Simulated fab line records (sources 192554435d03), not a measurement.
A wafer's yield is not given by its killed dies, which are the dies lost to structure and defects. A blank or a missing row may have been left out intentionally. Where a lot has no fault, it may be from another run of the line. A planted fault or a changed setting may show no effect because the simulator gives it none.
Which tool was responsible?	flow n5 finfet	Sampling: 8 lots, 24 wafers, 6 of 1938 route steps

WHAT EACH GAUGE READ, for each wafer
N5_BEOL_M4_RC_MEAS_101. Usual: DIBL_N 36.5 mV/V, standard deviation 1.4; DIBL_P 36.6 mV/V, standard deviation 1.9; IOFF_N 0.167 nA/um, standard deviation 0.029; IOFF_P 0.21 nA/um, standard deviation 0.033; ION_N 674 uA/um, standard deviation 12; ION_P 460 uA/um, standard deviation 8.9; SS_N 71.6 mV/dec, standard deviation 0.57; SS_P 73.4 mV/dec, standard deviation 0.61; VT_N 249 mV, standard deviation 3.3; VT_P -250 mV, standard deviation 3.3.
lot	measured	on	DIBL_N (mV/V)	DIBL_P (mV/V)	IOFF_N (nA/um)	IOFF_P (nA/um)	ION_N (uA/um)	ION_P (uA/um)	SS_N (mV/dec)	SS_P (mV/dec)	VT_N (mV)	VT_P (mV)	flag
L378	day 7 20:03	prober-01	34.9 34.5 37.4	35.9 35.7 37.8	0.152 0.133 0.186	0.17 0.18 0.20	682 660 670	454 449 453	71.5 71.4 72.5	73.3 73.7 73.2	250 251 244	-254 -253 -253	
L380	day 8 13:14	prober-02	36.0 34.5 36.4	37.2 34.3 36.9	0.162 0.130 0.145	0.23 0.19 0.22	693 667 659	478 460 457	71.3 71.4 72.1	72.9 72.8 73.6	252 253 252	-252 -250 -250	
L381	day 9 03:16	prober-02	36.6 35.1 37.3	35.3 33.9 36.3	0.158 0.135 0.173	0.23 0.21 0.25	678 662 677	467 462 470	71.5 70.4 71.1	73.4 73.0 73.6	250 252 250	-248 -248 -244	
L385	day 9 18:21	prober-02	36.2 35.3 37.7	35.3 35.3 38.0	0.164 0.157 0.191	0.18 0.18 0.23	669 678 679	453 457 467	72.0 71.5 72.2	72.7 73.0 74.1	249 248 245	-253 -253 -249	
L393	day 12 04:33	prober-01	36.4 40.3 36.8	35.7 39.6 35.8	0.127 0.217 0.137	0.16 0.22 0.16	656 674 656	444 453 449	71.0 72.3 71.5	72.9 74.0 73.3	255 245 252	-257 -252 -258	
L395	day 13 01:41	prober-01	37.9 39.4 38.6	38.4 41.1 38.5	0.174 0.228 0.181	0.24 0.29 0.23	668 703 658	462 481 452	72.1 71.8 71.8	73.4 74.9 73.6	248 245 250	-251 -247 -251	
L396	day 12 22:46	prober-02	35.4 36.2 35.8	35.2 34.6 35.9	0.142 0.146 0.151	0.17 0.16 0.18	675 669 684	463 446 466	71.0 71.2 71.3	72.1 73.0 73.0	249 252 252	-251 -256 -254	
L400	day 13 20:43	prober-01	35.2 35.4 36.6	34.8 35.0 36.5	0.133 0.141 0.165	0.19 0.20 0.21	649 670 663	452 462 447	72.1 71.4 72.4	72.1 72.8 71.9	252 250 249	-252 -251 -251	

EACH LOT AND THE TOOL THAT RAN IT (in order: tool; ch and the chambers of the sampled wafers; start)
lot	N5_BEOL_M0_SAQP_ILD_DEP_01	N5_BEOL_M0_SAQP_PECVD_96	N5_BEOL_M0_SAQP_ETCH_101	N5_BEOL_M0_SAQP_MANDREL_ETCH_103	N5_BEOL_M0_SAQP_ETCH_106
L378	pecvd-02 ch 0,2, day 5 11:56	pecvd-03 ch 0,2, day 5 13:58	rie diel-03 ch 0,1,3, day 5 16:17	rie si-05 ch 0,2,3, day 5 16:25	rie diel-04 ch 0,1,3, day 5 17:07
L380	pecvd-02 ch 0,1,2, day 6 03:32	pecvd-04 ch 0,1,2, day 6 04:14	rie diel-01 ch 0,2,3, day 6 06:34	rie si-02 ch 0,1,3, day 6 06:41	rie diel-03 ch 0,1,3, day 6 07:15
L381	pecvd-04 ch 1,2, day 6 11:52	pecvd-02 ch 1,2, day 6 12:31	rie diel-03 ch 0,2,3, day 6 14:52	rie si-05 ch 0,2,3, day 6 15:01	rie diel-04 ch 2,3, day 6 15:32
L385	pecvd-03 ch 0,1,2, day 7 08:00	pecvd-03 ch 0,1,2, day 7 09:54	rie diel-01 ch 1,2, day 7 12:17	rie si-06 ch 1,2,3, day 7 12:26	rie diel-01 ch 1,2,3, day 7 12:58
L393	pecvd-02 ch 1,2, day 9 22:26	pecvd-02 ch 0,1,2, day 9 23:12	rie diel-03 ch 2,3, day 10 02:00	rie si-06 ch 0,1, day 10 02:08	rie diel-03 ch 2,3, day 10 02:49
L395	pecvd-04 ch 0,1,2, day 10 01:27	pecvd-04 ch 0,1,2, day 10 03:16	rie diel-01 ch 0,1,3, day 10 06:18	rie si-06 ch 0,1, day 10 06:26	rie diel-03 ch 0,2,3, day 10 08:01
L396	pecvd-04 ch 0,2, day 10 07:37	pecvd-02 ch 0,2, day 10 09:28	rie diel-03 ch 0,2,3, day 10 13:16	rie si-02 ch 2,3, day 10 13:24	rie diel-01 ch 0,2,3, day 10 13:59
L400	pecvd-03 ch 0,1, day 11 09:39	pecvd-02 ch 2, day 11 10:07	rie diel-01 ch 0,1,3, day 11 12:32	rie si-06 ch 0,3, day 11 12:41	rie diel-01 ch 0,1,2, day 11 13:13
- N5_BEOL_M0_SAQP_ILD_DEP_01: deposits SiOC from DEMS/O2, target thk 45.419 nm, time 8.7 s.
- N5_BEOL_M0_SAQP_PECVD_96: deposits a-Si from SiH4/He, target thk 45 nm, time 45.2 s.
- N5_BEOL_M0_SAQP_ETCH_101: etches SiNx in CH3F/O2, target depth 29.9 nm, time 42.7 s.
- N5_BEOL_M0_SAQP_MANDREL_ETCH_103: etches a-Si in HBr/Cl2, stops on SiCN, target depth 45 nm, bt time 10 s, time 27 s.
- N5_BEOL_M0_SAQP_ETCH_106: etches SOC in N2/H2, stops on SiNx, target depth 150 nm.

WHAT THE TOOLS THEMSELVES READ (means of the sampled wafers that have a number; where no wafer has one, the mark that the record gives instead)
N5_BEOL_M0_SAQP_ILD_DEP_01. Usual: heater power w 444 W, standard deviation 46; rf fwd power W 493.3 W, standard deviation 2.8; showerhead plenum p Torr 5.694 Torr, standard deviation 0.022; susceptor temp C 349.98 C, standard deviation 0.21; throttle valve pct 11.8 %, standard deviation 0.39.
lot	tool	heater power w (W)	rf fwd power W (W)	showerhead plenum p Torr (Torr)	susceptor temp C (C)	throttle valve pct (%)	flag
L378	pecvd-02	417	491.8	5.693	349.75	11.4	
L380	pecvd-02	398	492.0	5.692	349.93	11.6	
L381	pecvd-04	445	493.9	5.691	350.06	12.1	
L385	pecvd-03	454	493.6	5.706	350.16	11.7	
L393	pecvd-02	464	489.1	5.693	350.21	11.5	
L395	pecvd-04	426	493.9	5.681	349.92	12.0	
L396	pecvd-04	435	493.4	5.703	350.01	11.8	
L400	pecvd-03	495	492.8	5.712	350.29	12.2	

N5_BEOL_M0_SAQP_PECVD_96. Usual: heater power w 582 W, standard deviation 35; rf fwd power W 99.1 W, standard deviation 0.38; showerhead plenum p Torr 5.67 Torr, standard deviation 0.079; susceptor temp C 349.97 C, standard deviation 0.21; throttle valve pct 17.9 %, standard deviation 0.56.
lot	tool	heater power w (W)	rf fwd power W (W)	showerhead plenum p Torr (Torr)	susceptor temp C (C)	throttle valve pct (%)	flag
L378	pecvd-03	567	99.1	5.79	350.07	17.4	
L380	pecvd-04	586	99.2	5.64	349.98	18.0	
L381	pecvd-02	583	98.9	5.61	349.91	17.5	
L385	pecvd-03	574	99.3	5.75	350.02	17.8	
L393	pecvd-02	567	98.8	5.63	350.08	17.5	
L395	pecvd-04	597	99.0	5.62	349.87	18.3	
L396	pecvd-02	588	98.7	5.67	349.86	17.4	
L400	pecvd-02	560	98.7	5.69	350.15	17.1	

N5_BEOL_M0_SAQP_ETCH_101. Usual: CH3F_flow_sccm 30.00 sccm, standard deviation 0.098; drypump motor current A 5.6 A, standard deviation 0.44; oes_o_777_au 0.77 a.u., standard deviation 0.087; oes product au 0.77 a.u., standard deviation 0.093; rf fwd power W 393.1 W, standard deviation 1.5; rf vpp V 296 V, standard deviation 6.4; showerhead plenum p Torr 1.99 Torr, standard deviation 0.064; throttle valve pct 16.27 %, standard deviation 0.23.
lot	tool	CH3F_flow_sccm (sccm)	drypump motor current A (A)	oes_o_777_au (a.u.)	oes product au (a.u.)	rf fwd power W (W)	rf vpp V (V)	showerhead plenum p Torr (Torr)	throttle valve pct (%)	flag
L378	rie diel-03	29.99	6.0	0.71	0.70	394.2	295	2.01	16.47	
L380	rie diel-01	29.98	5.2	0.76	0.75	392.5	299	2.01	16.31	
L381	rie diel-03	30.00	5.6	0.68	0.69	393.6	296	1.99	16.36	
L385	rie diel-01	29.93	5.6	0.84	0.84	392.7	292	1.95	16.15	
L393	rie diel-03	29.89	5.5	0.75	0.76	394.1	296	2.00	16.37	
L395	rie diel-01	29.88	5.4	0.84	0.83	391.9	295	2.01	16.14	
L396	rie diel-03	29.95	5.6	0.74	0.75	393.1	296	1.99	16.25	
L400	rie diel-01	30.03	5.4	0.82	0.82	393.0	296	2.00	16.16	

N5_BEOL_M0_SAQP_MANDREL_ETCH_103. Usual: drypump motor current A 5.7 A, standard deviation 0.42; mfc cl2 sccm 79.99 sccm, standard deviation 0.22; oes product au 0.686 a.u., standard deviation 0.013; rf fwd power W 794.8 W, standard deviation 2.7; throttle valve pct 35.5 %, standard deviation 0.33.
lot	tool	drypump motor current A (A)	mfc cl2 sccm (sccm)	oes product au (a.u.)	rf fwd power W (W)	throttle valve pct (%)	flag
L378	rie si-05	6.0	79.96	0.694	794.8	35.6	
L380	rie si-02	5.6	79.79	0.679	796.1	35.3	
L381	rie si-05	5.9	80.03	0.690	796.1	35.7	
L385	rie si-06	5.4	79.86	0.676	794.7	35.5	
L393	rie si-06	5.3	79.86	0.679	796.3	35.4	
L395	rie si-06	5.4	79.88	0.674	795.0	35.2	
L396	rie si-02	5.4	80.09	0.688	793.4	35.3	
L400	rie si-06	5.8	79.92	0.674	791.6	35.4	

N5_BEOL_M0_SAQP_ETCH_106. Usual: drypump motor current A 5.6 A, standard deviation 0.42; oes product au 0.77 a.u., standard deviation 0.083; rf fwd power W 844 W, standard deviation 3.1; rf vpp V 240.4 V, standard deviation 1.3; showerhead plenum p Torr 2.52 Torr, standard deviation 0.082; throttle valve pct 17.71 %, standard deviation 0.25.
lot	tool	drypump motor current A (A)	oes product au (a.u.)	rf fwd power W (W)	rf vpp V (V)	showerhead plenum p Torr (Torr)	throttle valve pct (%)	flag
L378	rie diel-04	5.6	0.73	842	240.0	2.43	17.75	
L380	rie diel-03	6.0	0.69	847	241.0	2.55	17.94	
L381	rie diel-04	5.5	0.76	841	239.4	2.48	17.53	
L385	rie diel-01	5.5	0.80	840	240.8	2.53	17.66	
L393	rie diel-03	5.5	0.74	847	240.7	2.55	17.89	
L395	rie diel-03	5.6	0.74	846	241.7	2.54	17.73	
L396	rie diel-01	5.3	0.80	842	240.0	2.53	17.65	
L400	rie diel-01	5.3	0.82	842	240.0	2.47	17.63	

THE ANSWER, worked out from the rows above alone
Rule: a lot is off if the mean of its wafers that have a number lies more than 3 standard deviations from the usual mean. Also off: a lot with no number at a reading for which 4 or more lots have one. Where the step has rows for the other lots, those lots are counted as sound. First the gauges in route order, then the tools' own readings, where a lot's mean is used as printed above. The first step at which some lot is off is used, and at that step the reading that is off furthest; a lot without a number counts as furthest.
No lot is off at any reading shown: from this, nothing can be told.

WHAT THE SIMULATOR HAD INSERTED
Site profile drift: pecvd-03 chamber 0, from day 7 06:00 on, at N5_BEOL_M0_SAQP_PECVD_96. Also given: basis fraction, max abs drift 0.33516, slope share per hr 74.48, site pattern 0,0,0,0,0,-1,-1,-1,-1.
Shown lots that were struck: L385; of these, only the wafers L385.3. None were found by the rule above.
